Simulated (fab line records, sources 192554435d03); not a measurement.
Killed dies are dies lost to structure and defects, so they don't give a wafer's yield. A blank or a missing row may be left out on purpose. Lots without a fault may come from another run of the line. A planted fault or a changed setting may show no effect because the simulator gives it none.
fab line records | flow n5_finfet
record lots=6 wafers=18 last_day=17
route steps=1938 shown MIM_TOP_LITHO@1839 MIM_TOP_ETCH@1851 PASSIVATION@1936
lots that met no fault: from a run of the same line without faults
start_h: hours from the record's first day to the start of the lot's first wafer shown | wait_h: hours since the lot's step before | " the same as in the row above | L1.1+2: a row that stands for several wafers | - no value, or no start given | * or withheld: withheld | < > ~ a bound
route shown NAME@n: a module of which the file shows steps, and the number in the route of the first | usual: mean/standard deviation of fault-free wafers | same: alike in all rows | chamber/n: place in a boat | sites: the reading at each site | _std_site: their standard deviation | _edge_site: outer sites' mean less inner sites' | radius_mm: how far each site lies from the wafer's centre | mask NAME#n: copy n | behind: the tool/chamber that last shaped the wafer | hold: why the lot was held/for how many hours/how that ended | device: the transistor (n, p or np) that didn't switch | end of line: the same wafers' tests at the end of the route | a step without rows: its recipe alone | killed: dies lost to structure and defects at the first sort, not the wafer's yield | map: a wafer's dies, x killed, . not, _ none there
set.NAME: the setting as run; set.NAME@STEP: as run at that earlier step | model.NAME: the simulator's own value behind a step, which no gauge read
lots at some steps of the route; a table a step, a row a wafer
services: from which hour (start_h, from the record's first day; less than 0 if before it) a tool's chamber was out of use, for how many hours, and why
## steps
# step N5_MIM_TOP_LITHO_HMDS_01
# recipe time_s=60 temp_c=120
# step N5_MIM_TOP_LITHO_COAT_02
# recipe spin_rpm=* resist_thk_nm=*
# step N5_MIM_TOP_LITHO_EBR_04
# recipe solvent=PGMEA ebr_width_mm=1.5
# step N5_MIM_TOP_LITHO_SOFTBAKE_03
# recipe temp_c=100 time_s=90
# step N5_MIM_TOP_LITHO_EXPOSE_05
# recipe mask_id=MIM_TOP na=0.55 source_shape=conventional sigma_outer=0.8 polarization=unpolarized target_cd_nm=2000 dose_mj=20.5
# step N5_MIM_TOP_LITHO_PEB_06
# recipe peb_temp_c=withheld peb_time_s=*
# step N5_MIM_TOP_LITHO_DEVELOP_07
# recipe develop_time_s=60 rinse_liquid=diw dry=air_spin dev_temp_c=21
# step N5_MIM_TOP_LITHO_HARDBAKE_09
# recipe temp_c=130 time_s=120
# step N5_MIM_TOP_LITHO_CD_MEAS_08
# recipe target_cd_nm=2000 landing_energy_ev=500 detector=se_inlens
# usual cd_nm=1999.8/2.8
# same landing_energy_ev=500
# columns lot.wafer tool chamber start_h wait_h cd_nm
L960.1 cd_sem-02 0 310.01 - 2003.2
L960.4 " 0 " " 1998.1
L960.6 " 0 " " 2000.9
L963.1 cd_sem-03 0 311.31 - 1995.9
L963.4 " 0 " " 2000.0
L963.6 " 0 " " 1997.4
L967.1 cd_sem-03 0 332.05 - 2000.6
L967.5 " 0 " " 2003.0
L967.6 " 0 " " 1996.3
L969.1 cd_sem-03 0 357.53 - 1996.7
L969.3 " 0 " " 2001.3
L969.6 " 0 " " 1999.0
L978.2 cd_sem-02 0 401.65 - 2000.3
L978.4 " 0 " " 1997.2
L978.6 " 0 " " 1998.5
L979.3 cd_sem-03 0 403.52 - 2002.6
L979.4 " 0 " " 1996.7
L979.6 " 0 " " 1994.5
# step N5_MIM_TOP_LITHO_OVL_MEAS_11
# recipe points_per_wafer=44
# usual MIM_TOP_OVL=0/5.4
# columns lot.wafer tool chamber start_h wait_h MIM_TOP_OVL[nm]
L960.1 overlay-02 0 310.04 0.0 2
L960.4 " 0 " " 9
L960.6 " 0 " " 6
L963.1 overlay-01 0 311.34 0.0 3
L963.4 " 0 " " -4
L963.6 " 0 " " -1
L967.1 overlay-01 0 332.08 0.0 0
L967.5 " 0 " " -1
L967.6 " 0 " " 4
L969.1 overlay-02 0 357.56 0.0 1
L969.3 " 0 " " -5
L969.6 " 0 " " -2
L978.2 overlay-02 0 401.68 0.0 -2
L978.4 " 0 " " 2
L978.6 " 0 " " 0
L979.3 overlay-02 0 403.55 0.0 1
L979.4 " 0 " " 7
L979.6 " 0 " " 6
# step N5_MIM_TOP_LITHO_INSPECT_12
# recipe mode=adi inspect_instrument=macro
# usual raw_defect_count=2.0/1.5
# columns lot.wafer tool chamber start_h wait_h raw_defect_count
L960.1 defect_inspect-01 - 310.07 0.0 3
L960.4 " - " " 4
L960.6 " - " " 1
L963.1 defect_inspect-02 - 311.36 0.0 1
L963.4 " - " " 1
L963.6 " - " " 3
L967.1 defect_inspect-01 - 332.10 0.0 2
L967.5 " - " " 3
L967.6 " - " " 0
L969.1 defect_inspect-02 - 357.58 0.0 2
L969.3 " - " " 2
L969.6 " - " " 1
L978.2 defect_inspect-02 - 401.71 0.0 1
L978.4 " - " " 1
L978.6 " - " " 0
L979.3 defect_inspect-02 - 403.57 0.0 1
L979.4 " - " " 2
L979.6 " - " " 0
# step N5_MIM_TOP_LITHO_DESCUM_10
# recipe chemistry=O2 time_s=7.9 source_power_w=50 bias_power_w=20 pressure_mtorr=20 rf_frequency_hz=2.712e+07 temp_c=40 o2_flow_sccm=225
# usual drypump_motor_current_A=5.7/0.52 oes_product_au=0.82/0.061 rf_vpp_V=243.0/1.4 showerhead_plenum_p_Torr=2.09/0.073 throttle_valve_pct=20.39/0.14
# columns lot.wafer tool chamber start_h wait_h drypump_motor_current_A oes_product_au rf_hours_counter_h rf_vpp_V showerhead_plenum_p_Torr throttle_valve_pct
L960.1 rie_diel-06 1 310.10 0.0 5.6 0.88 32 244.0 2.15 20.49
L960.4 " 3 " " 5.7 0.88 45 241.3 2.07 20.21
L960.6 " 0 " " 4.8 0.82 - 242.7 2.02 20.33
L963.1 rie_diel-05 0 311.40 0.0 5.5 0.75 152 241.4 2.01 20.33
L963.4 " 2 " " 6.5 0.82 77 245.3 2.20 20.33
L963.6 " 2 " " 6.5 0.82 - 244.5 2.20 20.31
L967.1 rie_diel-05 2 332.35 0.2 6.5 0.81 87 244.6 2.20 20.33
L967.5 " 2 " " 6.5 0.82 - 244.5 2.20 20.32
L967.6 " 1 " " 5.4 0.90 - 242.3 2.08 20.39
L969.1 rie_diel-06 0 357.62 0.0 4.9 0.80 113 240.6 2.02 20.35
L969.3 " 1 " " 5.5 0.86 52 243.0 2.15 20.51
L969.6 " 3 " " 5.7 0.86 - 243.0 2.07 20.25
L978.2 rie_diel-06 3 401.85 0.1 5.7 0.84 78 242.8 2.06 20.26
L978.4 " 0 " " 4.8 0.78 130 241.7 2.01 20.36
L978.6 " 3 " " 5.7 0.83 - 241.7 2.06 20.23
L979.3 rie_diel-05 0 403.61 0.0 5.4 0.73 179 240.2 2.00 20.37
L979.4 " 1 " " 5.4 0.85 60 242.4 2.07 20.42
L979.6 " 1 " " 5.4 0.86 - 240.7 2.07 20.43
# step N5_MIM_TOP_ETCH_ETCH_00
# recipe chemistry=Cl2/BCl3 target=TiN target_depth_a=385 ion_energy_ev=150 pressure_mtorr=10 icp_w=1000 bias_w=126 Cl2_flow_sccm=53.25 bcl3_flow_sccm=21.75 Ar_flow_sccm=25
# usual bias_w=126.1/0.33 drypump_motor_current_A=5.6/0.47 he_backside_leak_sccm=3.44/0.19 oes_ar_750_au=0.77/0.085 oes_product_au=0.78/0.081 throttle_valve_pct=22.64/0.25
# columns lot.wafer tool chamber start_h wait_h bias_w drypump_motor_current_A he_backside_leak_sccm oes_ar_750_au oes_product_au rf_hours_counter_h throttle_valve_pct model.MIM_TOP_ETCH.feature_depth_nm model.etch.depth_nm
L960.1 rie_metal-01 0 310.19 0.1 126.5 5.0 3.09 0.77 0.82 18 22.75 37.8 37.88
L960.4 " 0 " " 126.8 5.0 3.12 0.79 0.83 - 22.77 37.8 37.8
L960.6 " 1 " " 126.9 5.7 3.53 0.86 0.84 - 22.53 37.6 37.59
L963.1 rie_metal-02 1 311.48 0.1 126.6 6.6 3.47 0.90 0.91 10 22.53 39 38.99
L963.4 " 0 " " 126.1 5.6 3.30 0.79 0.80 - 23.09 39.6 39.68
L963.6 " 1 " " 126.3 6.5 3.38 0.90 0.91 - 22.54 39.2 39.14
L967.1 rie_metal-01 0 332.43 0.1 136.9 5.0 3.18 0.78 0.83 22 22.75 39 38.95
L967.5 " 0 " " 136.1 5.0 3.13 0.77 0.83 - 22.77 38.8 38.77
L967.6 " 1 " " 136.2 5.6 3.90 0.85 0.84 - 22.55 39 38.94
L969.1 rie_metal-01 1 357.70 0.1 136.3 5.7 3.58 0.85 0.84 27 22.56 39.4 39.36
L969.3 " 0 " " 136.3 5.0 3.13 0.77 0.82 - 22.77 38.4 38.43
L969.6 " 0 " " 137.0 5.0 3.30 0.76 0.83 - 22.77 38.6 38.68
L978.2 rie_metal-03 0 401.94 0.1 126.0 5.3 3.75 0.66 0.65 92 22.60 38.8 38.71
L978.4 " 1 " " 126.0 5.6 3.30 0.66 0.67 - 22.28 37.8 37.75
L978.6 " 0 " " 126.1 5.3 3.64 0.65 0.64 - 22.61 37.8 37.89
L979.3 rie_metal-02 1 403.73 0.1 126.0 6.5 3.66 0.85 0.85 - 22.58 38.6 38.69
L979.4 " 0 " " 125.9 5.6 3.29 0.76 0.78 - 23.12 39.8 39.82
L979.6 " 0 " " 126.3 5.5 3.38 0.77 0.78 - 23.12 39.6 39.59
# step N5_MIM_TOP_ETCH_STRIP_01
# recipe chemistry=O2 power_w=600 temp_c=60 pressure_mtorr=30 rf_frequency_hz=6e+07 bias_power_w=0 overash_fraction=0.5 o2_flow_sccm=225
# usual drypump_motor_current_A=5.8/0.34 oes_product_au=0.76/0.073 rf_vpp_V=3.7/1.3 showerhead_plenum_p_Torr=2.10/0.077 throttle_valve_pct=16.73/0.2
# columns lot.wafer tool chamber start_h wait_h drypump_motor_current_A oes_product_au rf_hours_counter_h rf_vpp_V showerhead_plenum_p_Torr throttle_valve_pct
L960.1 rie_diel-01 1 310.33 0.1 5.9 0.69 232 2.9 2.00 16.98
L960.4 " 3 " " 5.7 0.73 178 1.7 1.98 16.79
L960.6 " 2 " " 6.4 0.70 - 2.5 2.17 16.81
L963.1 rie_diel-04 3 311.66 0.1 5.0 0.72 163 6.1 2.08 16.37
L963.4 " 3 " " 5.0 0.74 - 4.5 2.08 16.33
L963.6 " 0 " " 5.7 0.76 - 2.1 2.12 16.89
L967.1 rie_diel-01 1 332.57 0.1 5.9 0.71 239 3.4 2.00 17.00
L967.5 " 1 " " 5.9 0.69 - 0.6 2.00 17.04
L967.6 " 0 " " 5.8 0.76 - 3.2 2.14 16.59
L969.1 rie_diel-04 2 357.85 0.1 6.0 0.94 11 1.1 2.24 16.38
L969.3 " 1 " " 5.7 0.78 120 3.2 2.05 16.67
L969.6 " 2 " " 6.0 0.95 - 7.0 2.24 16.43
L978.2 rie_diel-01 3 402.08 0.1 5.7 0.71 206 2.3 1.97 16.83
L978.4 " 2 " " 6.3 0.67 - 2.8 2.16 16.85
L978.6 " 0 " " 5.8 0.75 - 5.4 2.13 16.59
L979.3 rie_diel-01 3 403.84 0.1 5.7 0.72 207 1.9 1.97 16.88
L979.4 " 2 " " 6.3 0.69 - 3.2 2.16 16.89
L979.6 " 3 " " 5.7 0.71 - 4.0 1.97 16.81
# step N5_PASSIVATION_PROBE_49
# usual defect_limited_yield=91.6/1.4 killed_at_M0_to_M3=32/9.5 killed_at_M4_up=13/6 killed_at_contacts=12/5.6 killed_at_front_end=39/11 killed_at_other=2.8/2.3 killed_dies=99/16 killed_open=65/12 killed_short=32/7.6 sort_bin_4_leakage=0.1/0.88 sort_bin_5_function=4.8/0.88 sort_bin_6_memory=3.2/0.65 sort_bin_8_speed=0.2/2 sort_n_pass=1077/29 sort_yield_pct=91.2/2.5
# same gross_dies=1180 killed_at_back_side=0
# columns lot.wafer tool chamber start_h wait_h defect_limited_yield[%] killed_at_M0_to_M3 killed_at_M4_up killed_at_contacts killed_at_front_end killed_at_other killed_dies killed_open killed_short sort_bin_4_leakage[%] sort_bin_5_function[%] sort_bin_6_memory[%] sort_bin_8_speed[%] sort_n_pass sort_yield_pct[%]
L963.1 prober-02 - 322.59 0.0 92.6 37 7 9 31 3 87 43 42 0 4.5 2.5 0 1093 92.6
L963.6 prober-02 - 322.84 0.3 93.2 37 4 9 30 0 80 57 23 0 3.9 2.8 0 1100 93.2
# killed by level:class
L963.1 BEOL_M0_SAQP:geometric_particle:short=16 FIN_SAQP:geometric_particle:short=8 FIN_SAQP:geometric_particle:open=8 MOL_CONTACT_COAG:geometric_particle:open=8 BEOL_M0_SAQP:geometric_particle:open=7 BEOL_M2:geometric_particle:open=5 BEOL_M1:geometric_particle:open=4 STI_FIN_REVEAL:geometric_particle:open=3
L963.6 BEOL_M1:geometric_particle:open=13 FIN_SAQP:geometric_particle:open=8 FIN_SAQP:geometric_particle:short=8 MOL_CONTACT_COAG:geometric_particle:open=7 BEOL_M3:geometric_particle:open=6 STI_FIN_REVEAL:geometric_particle:open=4 BEOL_M0_SAQP:geometric_particle:open=4 DUMMY_GATE:geometric_particle:open=3
## services
# columns tool chamber start_h hours kind
rie_diel-04 0 289.58 7.4 repair
rie_diel-05 0 291.72 5.4 repair
rie_diel-06 0 295.00 3.9 repair
rie_metal-02 - 297.91 1.1 repair
rie_diel-04 2 306.17 5.3 repair
rie_diel-04 2 311.66 - clean
rie_diel-04 2 311.66 - consumable_replace:focus_ring
rie_diel-04 2 311.66 - consumable_replace:showerhead
rie_diel-04 2 311.66 12.8 scheduled_down
rie_diel-06 2 319.55 5.6 repair
rie_metal-02 0 325.16 6.6 repair
rie_metal-03 1 330.96 1.0 repair
rie_diel-05 0 340.89 8.1 repair
rie_diel-04 0 344.79 4.5 repair
rie_diel-01 3 352.67 2.8 repair
rie_metal-01 - 366.21 14.6 pm
rie_metal-02 1 371.12 5.9 repair
rie_diel-01 1 374.97 - clean
rie_diel-01 1 374.97 - consumable_replace:focus_ring
rie_diel-01 1 374.97 - consumable_replace:showerhead
rie_diel-01 1 374.97 30.8 scheduled_down
rie_diel-01 1 374.97 30.8 vent_cycle
rie_metal-01 0 386.27 23.8 repair
rie_metal-01 1 388.87 2.2 repair
## key
first_sign step=N5_MIM_TOP_ETCH_ETCH_00 reading=bias_w direction=up sigmas=31 usual=* struck=*
effect none on later readings
model_effect step=N5_MIM_TOP_ETCH_ETCH_00 value=MIM_TOP_ETCH.feature_depth_nm without=37.73 struck=38.87
met_at N5_MIM_TOP_ETCH_ETCH_00
struck_wafers L967.1,L967.5,L967.6,L969.1,L969.3,L969.6
onset_between 310.19 332.43
fault kind=process_parameter_drift tool=rie_metal-01 chamber=- onset_h=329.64 steps=N5_MIM_TOP_ETCH_ETCH_00 channel=bias_w offset=* shape=step end_h=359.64 acts_in=* stated=*
